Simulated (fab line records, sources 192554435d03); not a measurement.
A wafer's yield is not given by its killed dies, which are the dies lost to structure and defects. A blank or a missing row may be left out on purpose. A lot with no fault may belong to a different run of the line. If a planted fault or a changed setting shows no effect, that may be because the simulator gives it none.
Which of the tools did it?    flow n5 finfet    20 lots, 60 wafers sampled, at 6 steps of a route of 1938

== WHAT EACH GAUGE READ, for each wafer ==
No reading from a measuring or inspecting step in the record can be judged against a usual standard deviation.

== EACH LOT AND THE TOOL THAT RAN IT (in order: tool; ch and the chambers of the sampled wafers; start) ==
lot   N5_MOL_CONTACT_COAG_ANNEAL_113    N5_MOL_CONTACT_COAG_ETCH_89         N5_MOL_CONTACT_COAG_ETCH_91         N5_MOL_CONTACT_COAG_ETCH_65        N5_MOL_CONTACT_COAG_ETCHBACK_134    N5_BEOL_M0_SAQP_PECVD_03
L074  rtp anneal-01 ch 0, day 5 00:54   rie diel-04 ch 0,2, day 5 08:08     rie diel-03 ch 0,1, day 5 08:29     rie diel-04 ch 1,2, day 5 09:46    rie diel-01 ch 1,2,3, day 5 10:04   pecvd-03 ch 0,1,2, day 5 19:45
L075  rtp anneal-01 ch 0, day 5 04:14   rie diel-03 ch 1,2,3, day 5 09:43   rie diel-03 ch 0,2,3, day 5 10:04   rie diel-04 ch 0,1,2, day 5 11:08  rie diel-03 ch 0,3, day 5 11:25     pecvd-04 ch 1,2, day 5 19:51
L076  rtp anneal-01 ch 0, day 5 11:36   rie diel-03 ch 0,2,3, day 5 18:31   rie diel-03 ch 1,2,3, day 5 18:50   rie diel-03 ch 1,2,3, day 5 19:53  rie diel-04 ch 0,2,3, day 5 20:10   pecvd-03 ch 0,1,2, day 6 01:32
L077  rtp anneal-02 ch 0, day 5 14:42   rie diel-03 ch 0,2,3, day 6 00:32   rie diel-04 ch 1,2,3, day 6 00:53   rie diel-03 ch 2,3, day 6 02:22    rie diel-03 ch 0,3, day 6 02:38     pecvd-04 ch 1,2, day 6 10:38
L078  rtp anneal-02 ch 0, day 5 21:23   rie diel-04 ch 0,1,2, day 6 03:24   rie diel-03 ch 0,2,3, day 6 04:19   rie diel-03 ch 0,2,3, day 6 05:23  rie diel-03 ch 0,2,3, day 6 05:40   pecvd-04 ch 0,1,2, day 6 11:03
L079  rtp anneal-01 ch 0, day 6 04:55   rie diel-03 ch 0,3, day 6 09:58     rie diel-01 ch 2,3, day 6 10:23     rie diel-04 ch 0,1, day 6 11:21    rie diel-03 ch 0,2,3, day 6 11:38   pecvd-02 ch 0,1,2, day 6 17:36
L080  rtp anneal-01 ch 0, day 6 06:05   rie diel-04 ch 0,1,2, day 6 14:40   rie diel-04 ch 1,2, day 6 15:02     rie diel-03 ch 0,2,3, day 6 16:19  rie diel-01 ch 1,3, day 6 16:36     pecvd-02 ch 0,1,2, day 6 21:45
L082  rtp anneal-01 ch 0, day 6 18:49   rie diel-04 ch 2,3, day 7 01:01     rie diel-04 ch 0,2, day 7 01:58     rie diel-03 ch 0,2, day 7 03:02    rie diel-03 ch 0,3, day 7 03:23     pecvd-04 ch 0,1, day 7 12:21
L084  rtp anneal-02 ch 0, day 7 12:33   rie diel-01 ch 2,3, day 7 19:39     rie diel-04 ch 1,2,3, day 7 19:58   rie diel-04 ch 0,2,3, day 7 20:53  rie diel-03 ch 0,2,3, day 7 21:11   pecvd-04 ch 0,2, day 8 02:30
L085  rtp anneal-02 ch 0, day 7 22:24   rie diel-01 ch 0,1,3, day 8 05:10   rie diel-04 ch 0,2, day 8 05:49     rie diel-04 ch 0,1,3, day 8 06:44  rie diel-03 ch 0,1,3, day 8 07:05   pecvd-02 ch 0,2, day 8 12:31
L086  rtp anneal-02 ch 0, day 8 01:25   rie diel-03 ch 0,1,2, day 8 06:56   rie diel-03 ch 1,2,3, day 8 07:32   rie diel-04 ch 1,2, day 8 10:42    rie diel-04 ch 0,1, day 8 10:59     pecvd-03 ch 1,2, day 8 17:55
L087  rtp anneal-02 ch 0, day 8 02:26   rie diel-01 ch 2,3, day 8 09:05     rie diel-04 ch 0,2, day 8 09:31     rie diel-04 ch 0,2,3, day 8 10:49  rie diel-01 ch 0,1,3, day 8 11:05   pecvd-03 ch 0,1,2, day 8 19:49
L089  rtp anneal-02 ch 0, day 8 16:23   rie diel-01 ch 1,3, day 9 00:34     rie diel-03 ch 0,3, day 9 01:01     rie diel-03 ch 0,3, day 9 02:07    rie diel-03 ch 1,2,3, day 9 02:23   pecvd-04 ch 0,1, day 9 07:14
L090  rtp anneal-01 ch 0, day 8 18:35   rie diel-03 ch 0,2, day 9 01:32     rie diel-01 ch 0,1, day 9 01:50     rie diel-03 ch 0,2, day 9 02:47    rie diel-04 ch 0,2, day 9 03:07     pecvd-02 ch 1,2, day 9 11:49
L091  rtp anneal-01 ch 0, day 9 01:53   rie diel-03 ch 1,2,3, day 9 07:56   rie diel-01 ch 0,2,3, day 9 08:16   rie diel-03 ch 0,1,3, day 9 09:19  rie diel-04 ch 0,2, day 9 10:16     pecvd-03 ch 0,1, day 9 16:25
L092  rtp anneal-01 ch 0, day 9 07:26   rie diel-03 ch 0,1,2, day 9 13:19   rie diel-01 ch 0,2,3, day 9 13:42   rie diel-01 ch 0,2,3, day 9 14:38  rie diel-01 ch 0,3, day 9 14:55     pecvd-03 ch 0,1, day 9 20:11
L093  rtp anneal-01 ch 0, day 9 14:47   rie diel-03 ch 0,2, day 9 20:50     rie diel-03 ch 0,2, day 9 21:08     rie diel-01 ch 0,2, day 9 22:15    rie diel-04 ch 0,1,2, day 9 22:40   pecvd-04 ch 0,1, day 10 05:23
L094  rtp anneal-02 ch 0, day 9 20:59   rie diel-04 ch 0,2, day 10 02:57    rie diel-04 ch 0,1,2, day 10 03:16  rie diel-01 ch 2,3, day 10 06:51   rie diel-03 ch 0,2,3, day 10 07:17  pecvd-03 ch 0,2, day 10 14:29
L095  rtp anneal-01 ch 0, day 10 05:25  rie diel-04 ch 0,1,2, day 10 13:01  rie diel-04 ch 0,2, day 10 13:20    rie diel-03 ch 0,3, day 10 14:23   rie diel-03 ch 0,2, day 10 14:40    pecvd-02 ch 0,2, day 10 20:08
L096  rtp anneal-01 ch 0, day 10 10:18  rie diel-04 ch 0,1, day 10 15:26    rie diel-04 ch 0,2, day 10 15:45    rie diel-01 ch 0,2, day 10 16:41   rie diel-04 ch 0,1,2, day 10 17:41  pecvd-03 ch 0,1,2, day 10 23:23
- N5_MOL_CONTACT_COAG_ANNEAL_113: time 300 s.
- N5_MOL_CONTACT_COAG_ETCH_89: etches underlayer in N2/H2, target depth 13 nm, time 10.4 s.
- N5_MOL_CONTACT_COAG_ETCH_91: etches SOC in N2/H2, target depth 60 nm, overetch 21 nm, time 101.2 s.
- N5_MOL_CONTACT_COAG_ETCH_65: etches underlayer in N2/H2, target depth 13 nm, time 10.4 s.
- N5_MOL_CONTACT_COAG_ETCHBACK_134: etches SiO2 in CHF3, target depth 10 nm, time 6.7 s.
- N5_BEOL_M0_SAQP_PECVD_03: deposits SiCN from 3MS/NH3, target thk 12 nm, time 21.1 s.

== WHAT THE TOOLS THEMSELVES READ (means of the sampled wafers that have a number; where no wafer has one, the mark that the record gives instead) ==
N5_MOL_CONTACT_COAG_ANNEAL_113. Usual: lamp power pct 2.6 %, standard deviation 0.31; lamp_zone_1_pct 2.6 %, standard deviation 0.31; wafer_temp_C_max 402.4, standard deviation 0.47.
lot   tool           lamp power pct (%)  lamp_zone_1_pct (%)  wafer_temp_C_max  flag
L074  rtp anneal-01  2.4                 2.4                  402.4             
L075  rtp anneal-01  2.4                 2.4                  402.5             
L076  rtp anneal-01  2.4                 2.4                  402.8             
L077  rtp anneal-02  3.0                 3.0                  402.5             
L078  rtp anneal-02  3.0                 3.0                  402.6             
L079  rtp anneal-01  2.4                 2.4                  402.5             
L080  rtp anneal-01  2.4                 2.4                  402.5             
L082  rtp anneal-01  2.4                 2.4                  402.0             
L084  rtp anneal-02  3.0                 3.0                  402.0             
L085  rtp anneal-02  3.0                 3.0                  402.5             
L086  rtp anneal-02  3.0                 3.0                  402.4             
L087  rtp anneal-02  3.0                 3.0                  402.1             
L089  rtp anneal-02  3.0                 3.0                  402.4             
L090  rtp anneal-01  2.4                 2.4                  402.5             
L091  rtp anneal-01  2.4                 2.4                  402.4             
L092  rtp anneal-01  2.4                 2.4                  401.9             
L093  rtp anneal-01  2.4                 2.4                  402.3             
L094  rtp anneal-02  3.0                 3.0                  402.3             
L095  rtp anneal-01  2.4                 2.4                  402.4             
L096  rtp anneal-01  2.4                 2.4                  402.9             

N5_MOL_CONTACT_COAG_ETCH_89. Usual: drypump motor current A 5.7 A, standard deviation 0.4; etch rf on time s 10.29 s, standard deviation 0.23; oes product au 0.69 a.u., standard deviation 0.086; rf vpp V 523.5 V, standard deviation 1.7; showerhead plenum p Torr 2.52 Torr, standard deviation 0.054; throttle valve pct 17.7 %, standard deviation 0.33.
lot   tool         drypump motor current A (A)  etch rf on time s (s)  oes product au (a.u.)  rf vpp V (V)  showerhead plenum p Torr (Torr)  throttle valve pct (%)  flag
L074  rie diel-04  5.9                          10.21                  0.67                   523.0         2.48                             17.5                    
L075  rie diel-03  5.4                          10.24                  0.68                   524.9         2.57                             17.9                    
L076  rie diel-03  5.8                          10.38                  0.69                   523.5         2.55                             17.8                    
L077  rie diel-03  5.8                          10.39                  0.68                   524.6         2.55                             17.8                    
L078  rie diel-04  5.7                          10.25                  0.72                   522.2         2.48                             17.6                    
L079  rie diel-03  5.7                          10.48                  0.61                   524.0         2.53                             18.1                    
L080  rie diel-04  5.6                          10.20                  0.72                   523.5         2.48                             17.6                    
L082  rie diel-04  5.1                          10.64                  0.67                   521.4         2.46                             17.8                    
L084  rie diel-01  5.7                          10.33                  0.76                   524.3         2.55                             17.7                    
L085  rie diel-01  5.6                          10.17                  0.65                   524.5         2.53                             17.6                    
L086  rie diel-03  5.7                          10.19                  0.73                   524.4         2.57                             17.6                    
L087  rie diel-01  5.7                          10.34                  0.75                   524.4         2.55                             17.7                    
L089  rie diel-01  5.6                          10.19                  0.68                   525.1         2.59                             17.4                    
L090  rie diel-03  6.1                          10.43                  0.67                   523.8         2.54                             17.7                    
L091  rie diel-03  5.4                          10.20                  0.71                   524.9         2.56                             17.8                    
L092  rie diel-03  5.7                          10.39                  0.71                   525.3         2.56                             17.6                    
L093  rie diel-03  5.9                          10.29                  0.71                   524.4         2.56                             17.5                    
L094  rie diel-04  5.9                          10.23                  0.63                   522.0         2.46                             17.6                    
L095  rie diel-04  5.7                          10.35                  0.67                   521.2         2.47                             17.6                    
L096  rie diel-04  5.9                          10.27                  0.65                   522.0         2.47                             17.7                    

N5_MOL_CONTACT_COAG_ETCH_91. Usual: drypump motor current A 5.6 A, standard deviation 0.38; oes product au 0.67 a.u., standard deviation 0.075; rf vpp V 523.3 V, standard deviation 1.9; showerhead plenum p Torr 2.51 Torr, standard deviation 0.06; throttle valve pct 17.7 %, standard deviation 0.31.
lot   tool         drypump motor current A (A)  oes product au (a.u.)  rf vpp V (V)  showerhead plenum p Torr (Torr)  throttle valve pct (%)  flag
L074  rie diel-03  5.5                          0.59                   524.8         2.57                             17.9                    
L075  rie diel-03  5.8                          0.68                   523.7         2.55                             17.8                    
L076  rie diel-03  5.4                          0.66                   525.6         2.57                             17.8                    
L077  rie diel-04  5.3                          0.72                   521.8         2.47                             17.6                    
L078  rie diel-03  5.8                          0.67                   523.7         2.55                             17.8                    
L079  rie diel-01  5.7                          0.57                   524.1         2.55                             17.9                    
L080  rie diel-04  5.5                          0.73                   521.2         2.47                             17.4                    
L082  rie diel-04  5.7                          0.67                   522.4         2.47                             17.4                    
L084  rie diel-04  5.3                          0.70                   522.8         2.47                             17.7                    
L085  rie diel-04  5.7                          0.66                   523.5         2.47                             17.4                    
L086  rie diel-03  5.4                          0.70                   525.0         2.57                             17.8                    
L087  rie diel-04  5.9                          0.63                   522.3         2.47                             17.5                    
L089  rie diel-03  6.1                          0.59                   523.8         2.51                             18.0                    
L090  rie diel-01  5.8                          0.63                   522.1         2.46                             17.5                    
L091  rie diel-01  5.7                          0.66                   522.7         2.51                             17.7                    
L092  rie diel-01  5.7                          0.65                   522.2         2.51                             17.7                    
L093  rie diel-03  6.1                          0.64                   524.8         2.54                             17.7                    
L094  rie diel-04  5.7                          0.66                   521.4         2.47                             17.6                    
L095  rie diel-04  5.9                          0.61                   521.4         2.46                             17.6                    
L096  rie diel-04  5.7                          0.64                   522.2         2.46                             17.4                    

N5_MOL_CONTACT_COAG_ETCH_65. Usual: drypump motor current A 5.6 A, standard deviation 0.39; etch rf on time s 10.29 s, standard deviation 0.24; oes product au 0.69 a.u., standard deviation 0.087; rf vpp V 523.5 V, standard deviation 1.9; showerhead plenum p Torr 2.52 Torr, standard deviation 0.059; throttle valve pct 17.7 %, standard deviation 0.31.
lot   tool         drypump motor current A (A)  etch rf on time s (s)  oes product au (a.u.)  rf vpp V (V)  showerhead plenum p Torr (Torr)  throttle valve pct (%)  flag
L074  rie diel-04  5.4                          10.02                  0.82                   521.5         2.49                             17.6                    
L075  rie diel-04  5.6                          10.18                  0.74                   522.5         2.49                             17.5                    
L076  rie diel-03  5.4                          10.33                  0.67                   525.2         2.57                             17.9                    
L077  rie diel-03  5.5                          10.04                  0.76                   524.8         2.58                             17.6                    
L078  rie diel-03  5.8                          10.32                  0.68                   524.8         2.55                             17.8                    
L079  rie diel-04  5.6                          10.16                  0.75                   523.1         2.49                             17.7                    
L080  rie diel-03  5.8                          10.33                  0.67                   524.2         2.55                             17.8                    
L082  rie diel-03  5.9                          10.30                  0.74                   524.9         2.57                             17.5                    
L084  rie diel-04  5.5                          10.47                  0.66                   521.9         2.47                             17.7                    
L085  rie diel-04  5.4                          10.39                  0.68                   522.5         2.47                             17.8                    
L086  rie diel-04  5.5                          10.33                  0.73                   522.0         2.47                             17.5                    
L087  rie diel-04  5.5                          10.43                  0.65                   521.7         2.46                             17.7                    
L089  rie diel-03  6.1                          10.36                  0.60                   522.5         2.51                             18.0                    
L090  rie diel-03  5.9                          10.34                  0.71                   524.9         2.56                             17.5                    
L091  rie diel-03  5.6                          10.39                  0.66                   523.9         2.54                             18.0                    
L092  rie diel-01  5.7                          10.32                  0.66                   522.7         2.51                             17.7                    
L093  rie diel-01  5.9                          10.43                  0.72                   522.4         2.47                             17.7                    
L094  rie diel-01  5.5                          10.43                  0.65                   525.6         2.58                             17.7                    
L095  rie diel-03  5.7                          10.56                  0.59                   523.2         2.51                             18.2                    
L096  rie diel-01  5.9                          10.30                  0.72                   522.0         2.47                             17.7                    

N5_MOL_CONTACT_COAG_ETCHBACK_134. Usual: CHF3_flow_sccm 50.02 sccm, standard deviation 0.16; drypump motor current A 5.6 A, standard deviation 0.41; oes product au 0.79 a.u., standard deviation 0.095; rf vpp V 517 V, standard deviation 11; showerhead plenum p Torr 2.36 Torr, standard deviation 0.056; throttle valve pct 18.6 %, standard deviation 0.31.
lot   tool         CHF3_flow_sccm (sccm)  drypump motor current A (A)  oes product au (a.u.)  rf vpp V (V)  showerhead plenum p Torr (Torr)  throttle valve pct (%)  flag
L074  rie diel-01  50.01                  5.6                          0.76                   510           2.43                             18.6                    
L075  rie diel-03  49.70                  6.0                          0.73                   510           2.37                             18.9                    
L076  rie diel-04  50.00                  5.5                          0.79                   520           2.32                             18.6                    
L077  rie diel-03  50.03                  6.1                          0.72                   510           2.37                             18.9                    
L078  rie diel-03  49.92                  5.8                          0.80                   517           2.38                             18.6                    
L079  rie diel-03  50.04                  5.8                          0.79                   519           2.38                             18.6                    
L080  rie diel-01  49.80                  5.4                          0.77                   515           2.46                             18.6                    
L082  rie diel-03  50.07                  6.1                          0.72                   510           2.36                             18.9                    
L084  rie diel-03  50.05                  5.8                          0.78                   518           2.37                             18.7                    
L085  rie diel-03  50.11                  5.6                          0.78                   505           2.38                             18.9                    
L086  rie diel-04  50.21                  5.6                          0.84                   526           2.33                             18.7                    
L087  rie diel-01  50.10                  5.6                          0.76                   518           2.38                             18.6                    
L089  rie diel-03  50.09                  5.4                          0.83                   513           2.39                             18.6                    
L090  rie diel-04  50.00                  5.8                          0.75                   526           2.33                             18.7                    
L091  rie diel-04  49.92                  5.7                          0.78                   525           2.32                             18.5                    
L092  rie diel-01  50.05                  5.5                          0.71                   522           2.40                             18.8                    
L093  rie diel-04  50.03                  5.6                          0.80                   525           2.32                             18.6                    
L094  rie diel-03  50.03                  5.8                          0.75                   517           2.36                             18.7                    
L095  rie diel-03  49.94                  5.9                          0.83                   523           2.38                             18.4                    
L096  rie diel-04  50.10                  5.7                          0.79                   524           2.31                             18.6                    

N5_BEOL_M0_SAQP_PECVD_03. Usual: showerhead plenum p Torr 3.666 Torr, standard deviation 0.019; showerhead vpp V 885 V, standard deviation 26; throttle valve pct 8.9 %, standard deviation 0.56.
lot   tool      showerhead plenum p Torr (Torr)  showerhead vpp V (V)  throttle valve pct (%)  flag
L074  pecvd-03  3.673                            906                   8.6                     
L075  pecvd-04  3.666                            886                   8.6                     
L076  pecvd-03  3.671                            902                   8.5                     
L077  pecvd-04  3.666                            887                   8.8                     
L078  pecvd-04  3.668                            882                   9.2                     
L079  pecvd-02  3.655                            866                   9.2                     
L080  pecvd-02  3.650                            876                   9.0                     
L082  pecvd-04  3.681                            883                   9.2                     
L084  pecvd-04  3.653                            878                   9.1                     
L085  pecvd-02  3.639                            881                   9.0                     
L086  pecvd-03  3.669                            893                   8.2                     
L087  pecvd-03  3.670                            895                   8.4                     
L089  pecvd-04  3.660                            858                   9.7                     
L090  pecvd-02  3.642                            893                   8.8                     
L091  pecvd-03  3.681                            891                   8.5                     
L092  pecvd-03  3.678                            884                   8.5                     
L093  pecvd-04  3.665                            853                   9.6                     
L094  pecvd-03  3.671                            919                   8.6                     
L095  pecvd-02  3.645                            876                   9.0                     
L096  pecvd-03  3.676                            900                   8.5                     

== THE ANSWER, worked out from the rows above alone ==
Rule: a lot counts as off when the mean over its wafers that have a number is more than 3 standard deviations away from the usual mean. Also off: a lot with no number at a reading for which 4 or more lots have one. All remaining lots with rows at the step are treated as sound. First the gauges in route order, then the tools' own readings, where a lot's mean is used as printed above. At the first step where some lot is off, the reading lying furthest off is the one used; lots without a number count as furthest.
None of the lots is off at any reading shown; this tells nothing.

== WHAT HAD BEEN PUT IN BY THE SIMULATOR ==
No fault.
